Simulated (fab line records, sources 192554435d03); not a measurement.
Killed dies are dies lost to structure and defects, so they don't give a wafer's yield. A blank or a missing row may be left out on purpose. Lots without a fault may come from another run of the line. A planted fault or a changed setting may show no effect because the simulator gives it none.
fab line records | flow n5_finfet
record lots=6 wafers=18 last_day=16
route steps=1938 shown MIM_TOP_LITHO@1839 MIM_TOP_ETCH@1851 PASSIVATION@1936
lots that met no fault: from a run of the same line without faults
start_h: hours from the record's first day to the start of the lot's first wafer shown | wait_h: hours since the lot's step before | " the same as in the row above | L1.1+2: a row that stands for several wafers | - no value, or no start given | * or withheld: withheld | < > ~ a bound
route shown NAME@n: a module of which the file shows steps, and the number in the route of the first | usual: mean/standard deviation of fault-free wafers | same: alike in all rows | chamber/n: place in a boat | sites: the reading at each site | _std_site: their standard deviation | _edge_site: outer sites' mean less inner sites' | radius_mm: how far each site lies from the wafer's centre | mask NAME#n: copy n | behind: the tool/chamber that last shaped the wafer | hold: why the lot was held/for how many hours/how that ended | device: the transistor (n, p or np) that didn't switch | end of line: the same wafers' tests at the end of the route | a step without rows: its recipe alone | killed: dies lost to structure and defects at the first sort, not the wafer's yield | map: a wafer's dies, x killed, . not, _ none there
set.NAME: the setting as run; set.NAME@STEP: as run at that earlier step | model.NAME: the simulator's own value behind a step, which no gauge read
lots at some steps of the route; a table a step, a row a wafer
services: from which hour (start_h, from the record's first day; less than 0 if before it) a tool's chamber was out of use, for how many hours, and why
## steps
# step N5_MIM_TOP_LITHO_HMDS_01
# recipe time_s=60 temp_c=120
# step N5_MIM_TOP_LITHO_COAT_02
# recipe spin_rpm=* resist_thk_nm=*
# step N5_MIM_TOP_LITHO_EBR_04
# recipe solvent=PGMEA ebr_width_mm=1.5
# step N5_MIM_TOP_LITHO_SOFTBAKE_03
# recipe temp_c=100 time_s=90
# step N5_MIM_TOP_LITHO_EXPOSE_05
# recipe mask_id=MIM_TOP na=0.55 source_shape=conventional sigma_outer=0.8 polarization=unpolarized target_cd_nm=2000 dose_mj=20.5
# step N5_MIM_TOP_LITHO_PEB_06
# recipe peb_temp_c=withheld peb_time_s=*
# step N5_MIM_TOP_LITHO_DEVELOP_07
# recipe develop_time_s=60 rinse_liquid=diw dry=air_spin dev_temp_c=21
# step N5_MIM_TOP_LITHO_HARDBAKE_09
# recipe temp_c=130 time_s=120
# step N5_MIM_TOP_LITHO_CD_MEAS_08
# recipe target_cd_nm=2000 landing_energy_ev=500 detector=se_inlens
# usual cd_nm=1999.5/1.8
# columns lot.wafer tool chamber start_h wait_h cd_nm
L221.1 cd_sem-03 0 264.58 - 2001.6
L221.5 " 0 " " 1999.1
L221.6 " 0 " " 2000.7
L225.2 cd_sem-01 0 274.19 - 2001.0
L225.4 " 0 " " 2001.6
L225.5 " 0 " " 1999.2
L232.1 cd_sem-03 0 327.34 - 2000.0
L232.4 " 0 " " 1995.1
L232.5 " 0 " " 1999.2
L231.2 cd_sem-02 0 333.02 - 1997.7
L231.4 " 0 " " 1997.0
L231.5 " 0 " " 1998.4
L240.1 cd_sem-02 0 378.11 - 1999.0
L240.3 " 0 " " 2001.7
L240.5 " 0 " " 1997.4
L239.3 cd_sem-01 0 381.15 - 2000.4
L239.4 " 0 " " 1998.6
L239.6 " 0 " " 1998.8
# step N5_MIM_TOP_LITHO_OVL_MEAS_11
# recipe points_per_wafer=44
# usual MIM_TOP_OVL=2/5.3
# same points_per_wafer=44
# columns lot.wafer tool chamber start_h wait_h MIM_TOP_OVL[nm]
L221.1 overlay-01 0 264.61 0.0 13
L221.5 " 0 " " 3
L221.6 " 0 " " -3
L225.2 overlay-01 0 274.22 0.0 2
L225.4 " 0 " " -3
L225.5 " 0 " " 5
L232.1 overlay-01 0 327.37 0.0 1
L232.4 " 0 " " -3
L232.5 " 0 " " 6
L231.2 overlay-02 0 333.05 0.0 -8
L231.4 " 0 " " -2
L231.5 " 0 " " -3
L240.1 overlay-01 0 378.14 0.0 -3
L240.3 " 0 " " 2
L240.5 " 0 " " -1
L239.3 overlay-01 0 381.18 0.0 -1
L239.4 " 0 " " 7
L239.6 " 0 " " 7
# step N5_MIM_TOP_LITHO_INSPECT_12
# recipe mode=adi inspect_instrument=macro
# usual raw_defect_count=1.9/1.2
# columns lot.wafer tool chamber start_h wait_h raw_defect_count
L221.1 defect_inspect-02 - 264.63 0.0 2
L221.5 " - " " 1
L221.6 " - " " 2
L225.2 defect_inspect-01 - 274.25 0.0 0
L225.4 " - " " 1
L225.5 " - " " 2
L232.1 defect_inspect-01 - 327.39 0.0 3
L232.4 " - " " 1
L232.5 " - " " 5
L231.2 defect_inspect-02 - 333.08 0.0 1
L231.4 " - " " 3
L231.5 " - " " 1
L240.1 defect_inspect-02 - 378.17 0.0 1
L240.3 " - " " 2
L240.5 " - " " 1
L239.3 defect_inspect-02 - 381.21 0.0 2
L239.4 " - " " 2
L239.6 " - " " 3
# step N5_MIM_TOP_LITHO_DESCUM_10
# recipe chemistry=O2 time_s=7.9 source_power_w=50 bias_power_w=20 pressure_mtorr=20 rf_frequency_hz=2.712e+07 temp_c=40 o2_flow_sccm=225
# usual drypump_motor_current_A=5.6/0.41 oes_product_au=0.77/0.077 rf_vpp_V=243.4/1.2 showerhead_plenum_p_Torr=2.11/0.055 throttle_valve_pct=20.38/0.23
# columns lot.wafer tool chamber start_h wait_h drypump_motor_current_A oes_product_au rf_hours_counter_h rf_vpp_V showerhead_plenum_p_Torr throttle_valve_pct
L221.1 rie_diel-03 0 264.78 0.1 5.3 0.77 132 245.6 2.20 20.23
L221.5 " 3 " " 5.9 0.91 - 244.0 2.16 20.25
L221.6 " 2 " " 5.2 0.74 - 240.9 2.08 20.27
L225.2 rie_diel-03 0 274.70 0.5 5.3 0.77 135 245.5 2.20 20.25
L225.4 " 2 " " 5.2 0.74 199 242.3 2.07 20.29
L225.5 " 1 " " 5.4 0.74 - 243.3 2.08 20.22
L232.1 rie_diel-03 1 328.90 1.5 5.4 0.72 193 242.8 2.08 20.26
L232.4 " 0 " " 5.3 0.76 153 245.7 2.19 20.28
L232.5 " 3 " " 5.9 0.87 - 243.9 2.16 20.27
L231.2 rie_diel-04 2 334.62 1.5 6.1 0.87 42 242.9 2.06 20.10
L231.4 " 0 " " 6.1 0.69 234 242.7 2.08 20.86
L231.5 " 0 " " 6.1 0.70 - 242.3 2.08 20.88
L240.1 rie_diel-04 0 378.33 0.2 6.1 0.67 255 243.3 2.07 20.90
L240.3 " 2 " " 6.1 0.83 67 242.9 2.05 20.14
L240.5 " 1 " " 6.0 0.76 - 242.8 2.10 20.70
L239.3 rie_diel-01 2 382.66 1.5 4.8 0.68 232 240.9 1.99 20.70
L239.4 " 0 " " 5.8 0.73 213 242.3 2.09 20.49
L239.6 " 2 " " 4.8 0.68 - 242.2 1.99 20.70
# step N5_MIM_TOP_ETCH_ETCH_00
# recipe chemistry=Cl2/BCl3 target=TiN target_depth_a=385 ion_energy_ev=150 pressure_mtorr=10 icp_w=1000 bias_w=126 Cl2_flow_sccm=53.25 bcl3_flow_sccm=21.75 Ar_flow_sccm=25
# usual drypump_motor_current_A=5.6/0.47 oes_product_au=0.83/0.047 throttle_valve_pct=22.73/0.19
# columns lot.wafer tool chamber start_h wait_h drypump_motor_current_A oes_product_au rf_hours_counter_h throttle_valve_pct model.MIM_TOP_ETCH.feature_depth_nm model.etch.depth_nm model.coat_of_MIM_TOP_LITHO_COAT_02.thk_nm
L221.1 rie_metal-01 0 264.87 0.1 5.3 0.90 8 22.71 38.4 38.41 *
L221.5 " 0 " " 5.3 0.90 - 22.72 38.4 38.39 *
L221.6 " 1 " " 6.1 0.76 - 22.73 39.4 39.42 *
L225.2 rie_metal-02 0 274.79 0.1 6.0 0.84 21 22.88 38.2 38.17 *
L225.4 " 0 " " 6.1 0.84 - 22.88 38.2 38.13 *
L225.5 " 1 " " 6.2 0.86 - 23.08 38.8 38.85 *
L232.1 rie_metal-03 0 328.99 0.1 5.5 0.83 22 22.46 38.2 38.22 *
L232.4 " 1 " " 4.9 0.86 - 22.69 39.4 39.43 *
L232.5 " 0 " " 5.4 0.84 - 22.47 38.6 38.55 *
L231.2 rie_metal-02 0 334.70 0.1 6.1 0.81 27 22.90 38.2 38.1 *
L231.4 " 0 " " 6.1 0.82 - 22.88 38.2 38.26 *
L231.5 " 1 " " 6.2 0.84 - 23.07 39 38.91 *
L240.1 rie_metal-03 1 378.41 0.1 4.9 0.84 21 22.71 39.4 39.3 *
L240.3 " 1 " " 4.9 0.84 - 22.71 39.4 39.31 *
L240.5 " 0 " " 5.4 1.04 - 22.44 54.4 54.4 *
L239.3 rie_metal-03 0 382.80 0.1 5.4 0.82 - 22.46 38.8 38.88 *
L239.4 " 1 " " 4.9 0.85 - 22.70 39.8 39.8 *
L239.6 " 0 " " 5.5 1.02 - 22.44 54.2 54.14 *
# step N5_MIM_TOP_ETCH_STRIP_01
# recipe chemistry=O2 power_w=600 temp_c=60 pressure_mtorr=30 rf_frequency_hz=6e+07 bias_power_w=0 overash_fraction=0.5 o2_flow_sccm=225
# usual drypump_motor_current_A=5.6/0.51 oes_product_au=0.78/0.091 rf_vpp_V=3.8/1.4 showerhead_plenum_p_Torr=2.14/0.07 throttle_valve_pct=16.70/0.27
# columns lot.wafer tool chamber start_h wait_h drypump_motor_current_A oes_product_au rf_hours_counter_h rf_vpp_V showerhead_plenum_p_Torr throttle_valve_pct
L221.1 rie_diel-02 2 265.01 0.1 5.0 0.94 26 3.4 2.21 16.26
L221.5 " 3 " " 5.5 0.72 - 3.6 2.16 16.86
L221.6 " 2 " " 5.0 0.93 - 1.7 2.21 16.20
L225.2 rie_diel-05 2 274.93 0.1 5.0 0.71 219 4.2 2.14 17.03
L225.4 " 3 " " 5.6 0.71 192 5.8 2.18 16.57
L225.5 " 3 " " 5.6 0.70 - 5.0 2.18 16.55
L232.1 rie_diel-06 0 329.16 0.1 5.2 0.70 200 6.3 1.98 16.75
L232.4 " 2 " " 5.9 0.89 28 3.9 2.05 16.57
L232.5 " 3 " " 6.5 0.70 - 2.7 2.16 16.61
L231.2 rie_diel-05 2 334.84 0.1 5.0 0.70 241 3.2 2.13 17.06
L231.4 " 2 " " 5.0 0.72 - 3.9 2.13 17.08
L231.5 " 1 " " 5.7 0.84 - 4.8 2.12 16.80
L240.1 rie_diel-02 2 378.56 0.1 5.0 0.88 57 6.0 2.20 16.28
L240.3 " 3 " " 5.5 0.71 208 2.3 2.15 16.91
L240.5 " 2 " " 5.0 0.88 - 4.5 2.20 16.29
L239.3 rie_diel-02 1 382.91 0.1 5.7 0.88 58 3.9 2.21 16.85
L239.4 " 0 " " 5.2 0.67 216 2.3 2.17 17.23
L239.6 " 1 " " 5.7 0.88 - 3.6 2.22 16.91
# step N5_PASSIVATION_PROBE_49
# usual defect_limited_yield=91.4/1.4 killed_at_M0_to_M3=31/10 killed_at_M4_up=14/5.6 killed_at_contacts=13/6.3 killed_at_front_end=39/10 killed_at_other=4/3.1 killed_dies=101/16 killed_open=65/13 killed_short=34/7.2 sort_bin_5_function=5.1/0.88 sort_bin_6_memory=3.2/0.66 sort_n_pass=1079/16 sort_yield_pct=91.4/1.4
# same gross_dies=1180 killed_at_back_side=0 sort_bin_4_leakage[%]=0 sort_bin_8_speed[%]=0
# columns lot.wafer tool chamber start_h wait_h defect_limited_yield[%] killed_at_M0_to_M3 killed_at_M4_up killed_at_contacts killed_at_front_end killed_at_other killed_dies killed_open killed_short sort_bin_5_function[%] sort_bin_6_memory[%] sort_n_pass sort_yield_pct[%]
L221.1 prober-01 - 274.66 0.0 91.7 19 13 17 43 6 98 68 30 4.7 3.0 1082 91.7
L221.5 prober-01 - 274.86 0.2 91.0 39 11 11 43 2 106 67 39 4.7 4.0 1074 91.0
L221.6 prober-01 - 274.91 0.3 91.9 38 4 7 42 4 95 62 33 5.3 2.5 1085 91.9
L225.2 prober-02 - 286.89 0.1 91.6 40 21 8 29 1 99 74 24 5.6 2.6 1081 91.6
L225.4 prober-02 - 286.99 0.2 89.7 51 19 10 32 10 122 86 31 6.4 3.4 1058 89.7
L225.5 prober-02 - 287.04 0.2 94.6 27 16 4 16 1 64 51 13 3.4 1.7 1116 94.6
L232.1 prober-01 - 340.80 0.0 91.2 43 5 7 49 0 104 67 35 5.8 2.7 1076 91.2
L232.4 prober-01 - 340.95 0.2 91.5 27 16 16 38 3 100 68 32 4.9 3.3 1080 91.5
L232.5 prober-01 - 341.00 0.2 90.2 36 9 9 59 3 116 67 49 5.4 3.6 1064 90.2
L231.2 prober-01 - 345.01 0.1 91.0 27 25 6 47 1 106 79 27 5.5 3.4 1074 91.0
L231.4 prober-01 - 345.11 0.2 93.1 17 24 12 28 0 81 52 29 4.3 2.4 1099 93.1
L231.5 prober-01 - 345.16 0.2 91.2 33 25 7 38 1 104 74 30 5.1 3.6 1076 91.2
L240.1 prober-01 - 388.30 0.0 90.9 32 18 11 45 1 107 67 39 4.3 4.4 1073 90.9
L240.3 prober-01 - 388.40 0.1 94.7 13 16 11 19 3 62 44 18 3.2 1.8 1118 94.7
L240.5 prober-01 - 388.50 0.2 92.2 22 12 17 40 1 92 55 37 4.9 2.8 1088 92.2
# killed by level:class
L221.1 MOL_CONTACT_COAG:geometric_particle:open=14 STI_FIN_REVEAL:geometric_particle:open=11 BEOL_M4:geometric_particle:open=9 FIN_SAQP:geometric_particle:open=7 FIN_SAQP:geometric_particle:short=6 DUMMY_GATE:geometric_particle:open=5 BEOL_M0_SAQP:geometric_particle:short=5 BEOL_M3:geometric_particle:open=5
L221.5 BEOL_M3:geometric_particle:open=10 MOL_CONTACT_COAG:geometric_particle:open=9 BEOL_M1:geometric_particle:open=8 FIN_SAQP:geometric_particle:short=7 STI_FIN_REVEAL:geometric_particle:open=6 STI_FIN_REVEAL:geometric_particle:short=6 FIN_SAQP:geometric_particle:open=5 BEOL_M0_SAQP:geometric_particle:short=5
L221.6 BEOL_M3:geometric_particle:open=11 FIN_SAQP:geometric_particle:open=10 BEOL_M0_SAQP:geometric_particle:open=10 STI_FIN_REVEAL:geometric_particle:open=9 BEOL_M0_SAQP:geometric_particle:short=8 FIN_SAQP:geometric_particle:short=7 MOL_CONTACT_COAG:geometric_particle:open=6 STI_FIN_REVEAL:geometric_particle:short=4
L225.2 BEOL_M2:geometric_particle:open=11 BEOL_M4:geometric_particle:open=11 BEOL_M0_SAQP:geometric_particle:open=9 STI_FIN_REVEAL:geometric_particle:open=8 BEOL_M3:geometric_particle:open=6 MOL_CONTACT_COAG:geometric_particle:open=5 FIN_SAQP:geometric_particle:open=4 DUMMY_GATE:geometric_particle:open=4
L225.4 BEOL_M3:geometric_particle:open=19 BEOL_M2:geometric_particle:open=16 BEOL_M4:geometric_particle:open=13 MOL_CONTACT_COAG:geometric_particle:open=7 FIN_SAQP:geometric_particle:open=6 BEOL_M0_SAQP:geometric_particle:short=6 STI_FIN_REVEAL:geometric_particle:open=5 BEOL_M0_SAQP:geometric_particle:open=5
L225.5 STI_FIN_REVEAL:geometric_particle:open=9 BEOL_M4:geometric_particle:open=9 BEOL_M2:geometric_particle:open=7 MOL_CONTACT_COAG:geometric_particle:open=4 BEOL_M0_SAQP:geometric_particle:open=4 BEOL_M3:geometric_particle:open=4 BEOL_M1:geometric_particle:open=3 BEOL_M3:geometric_particle:short=3
L232.1 FIN_SAQP:geometric_particle:open=13 BEOL_M0_SAQP:geometric_particle:open=13 FIN_SAQP:geometric_particle:short=9 BEOL_M3:geometric_particle:open=8 BEOL_M0_SAQP:geometric_particle:short=8 BEOL_M2:geometric_particle:open=7 GATE_CUT:geometric_particle:short=5 ILD0:geometric_particle:open=4
L232.4 MOL_CONTACT_COAG:geometric_particle:open=13 BEOL_M4:geometric_particle:open=10 GATE_CUT:geometric_particle:short=7 STI_FIN_REVEAL:geometric_particle:open=6 BEOL_M1:geometric_particle:open=6 FIN_SAQP:geometric_particle:open=5 DUMMY_GATE:geometric_particle:open=5 BEOL_M2:geometric_particle:open=5
L232.5 FIN_SAQP:geometric_particle:short=13 GATE_CUT:geometric_particle:short=12 STI_FIN_REVEAL:geometric_particle:open=10 BEOL_M0_SAQP:geometric_particle:open=9 BEOL_M0_SAQP:geometric_particle:short=8 FIN_SAQP:geometric_particle:open=6 GATE_CUT:geometric_particle:open=6 MOL_CONTACT_COAG:geometric_particle:open=6
L231.2 FIN_SAQP:geometric_particle:open=22 BEOL_M4:geometric_particle:open=15 FIN_SAQP:geometric_particle:short=8 BEOL_M0_SAQP:geometric_particle:open=7 MOL_CONTACT_COAG:geometric_particle:open=6 STI_FIN_REVEAL:geometric_particle:open=6 BEOL_M2:geometric_particle:open=6 BEOL_M0_SAQP:geometric_particle:short=6
L231.4 BEOL_M4:geometric_particle:open=15 STI_FIN_REVEAL:geometric_particle:open=10 BEOL_M3:geometric_particle:open=7 MOL_CONTACT_COAG:geometric_particle:open=6 MOL_CONTACT_COAG:geometric_particle:short=6 BEOL_M0_SAQP:geometric_particle:short=4 BEOL_M3:geometric_particle:short=4 FIN_SAQP:geometric_particle:short=3
L231.5 BEOL_M4:geometric_particle:open=11 BEOL_M2:geometric_particle:open=10 FIN_SAQP:geometric_particle:short=9 BEOL_M0_SAQP:geometric_particle:short=8 FIN_SAQP:geometric_particle:open=7 BEOL_M7:geometric_particle:open=7 MOL_CONTACT_COAG:geometric_particle:open=6 STI_FIN_REVEAL:geometric_particle:open=5
L240.1 STI_FIN_REVEAL:geometric_particle:open=16 MOL_CONTACT_COAG:geometric_particle:open=9 BEOL_M3:geometric_particle:open=7 BEOL_M3:geometric_particle:short=7 BEOL_M4:geometric_particle:open=7 BEOL_M0_SAQP:geometric_particle:short=5 FIN_SAQP:geometric_particle:short=4 DUMMY_GATE:geometric_particle:open=4
L240.3 MOL_CONTACT_COAG:geometric_particle:open=11 BEOL_M4:geometric_particle:open=8 STARTING-WAFER:geometric_particle:open=4 FIN_SAQP:geometric_particle:short=3 STI_FIN_REVEAL:geometric_particle:open=3 GATE_CUT:geometric_particle:short=3 BEOL_M0_SAQP:geometric_particle:short=3 BEOL_M3:geometric_particle:open=3
L240.5 MOL_CONTACT_COAG:geometric_particle:open=12 ILD0:geometric_particle:open=6 BEOL_M0_SAQP:geometric_particle:short=6 ILD0:geometric_particle:short=5 MOL_CONTACT_COAG:geometric_particle:short=5 STARTING-WAFER:geometric_particle:open=5 FIN_SAQP:geometric_particle:short=4 BEOL_M0_SAQP:geometric_particle:open=4
## services
# columns tool chamber start_h hours kind
rie_diel-04 1 287.30 4.7 repair
rie_diel-06 2 290.72 8.7 repair
rie_diel-03 3 291.56 6.8 repair
rie_diel-04 3 292.69 - clean
rie_diel-03 - 293.56 1.1 repair
rie_diel-03 0 296.71 5.3 repair
rie_diel-05 0 302.92 10.6 repair
rie_diel-01 - 306.91 75.6 repair
rie_diel-04 - 308.37 4.3 pm
rie_diel-06 1 313.56 3.6 repair
rie_diel-04 3 321.46 9.9 repair
rie_diel-06 - 324.61 2.8 pm
rie_diel-02 2 330.09 1.6 repair
rie_diel-06 0 339.69 7.4 repair
rie_diel-05 2 353.39 15.3 repair
rie_metal-02 1 356.58 8.9 repair
rie_metal-01 0 359.15 20.8 repair
rie_diel-04 0 360.70 5.8 repair
rie_metal-03 1 363.93 2.0 repair
rie_metal-02 - 364.80 8.8 repair
rie_diel-04 3 368.33 39.2 repair
rie_diel-03 1 380.94 2.6 repair
rie_diel-05 - 381.65 2.8 pm
rie_diel-04 1 381.81 1.8 repair
## key
first_sign step=N5_MIM_TOP_ETCH_ETCH_00 reading=oes_product_au direction=up sigmas=4.3 usual=0.83 struck=1.03
effect none on later readings
model_effect step=N5_MIM_TOP_ETCH_ETCH_00 value=MIM_TOP_ETCH.feature_depth_nm without=38.5 struck=54.3
met_at N5_MIM_TOP_ETCH_ETCH_00
struck_wafers L239.6,L240.5
onset_between 328.99 378.41
fault kind=process_parameter_drift tool=rie_metal-03 chamber=- onset_h=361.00 steps=N5_MIM_TOP_ETCH_ETCH_00 channel=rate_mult offset=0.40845 shape=step end_h=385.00 scope=struck_wafers_only
